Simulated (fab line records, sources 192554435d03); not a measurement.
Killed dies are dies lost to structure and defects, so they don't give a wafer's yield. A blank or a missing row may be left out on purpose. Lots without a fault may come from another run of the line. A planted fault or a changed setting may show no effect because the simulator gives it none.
Chamber matching | flow n5_finfet | N5_BEOL_M1_CO_CAP_55 on cvd_co-01: 3 sister chambers
The step material Co, precursor CCTBA/H2, target thk 2 nm, time 102.1 s. 6 wafers are shown with their chamber, then 8 later ones without.

WAFERS WITH THEIR CHAMBER
wafer  | chamber | heater_power_w (W)
L087.4 | 2       | 209
L087.5 | 0       | 246
L088.2 | 1       | 251
L088.4 | 2       | 212
L088.5 | 1       | 254
L089.1 | 0       | 238

WAFERS WITHOUT THEIR CHAMBER
wafer  | heater_power_w (W)
L089.5 | 215
L089.6 | 250
L090.3 | 246
L090.4 | 247
L090.6 | 211
L094.2 | 212
L094.4 | 213
L094.5 | 246

WHICH CHAMBER EACH WENT THROUGH
wafer  | from the rows above     | in truth
L089.5 | 2                       | 2
L089.6 | can't be placed: 1 or 0 | 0
L090.3 | can't be placed: 0 or 1 | 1
L090.4 | can't be placed: 0 or 1 | 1
L090.6 | 2                       | 2
L094.2 | 2                       | 2
L094.4 | 2                       | 2
L094.5 | can't be placed: 0 or 1 | 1
Placed correctly: 4 of 8. Can't be placed from these rows: 4 (the true chamber is among the candidates in 4). Placed wrongly: 0.
How it was worked out, from the rows above alone: a wafer's distance from a chamber is the root of the sum, over the readings, of the square of ((its reading less the chamber's mean) divided by the reading's scatter). The wafer belongs to the nearest chamber; if the next one is less than 2 further off, it can't be placed. A chamber's mean is the mean of its shown wafers. The scatter: the root of (the sum of the squares of (reading less its chamber's mean) over the shown wafers, divided by (wafers less chambers)).
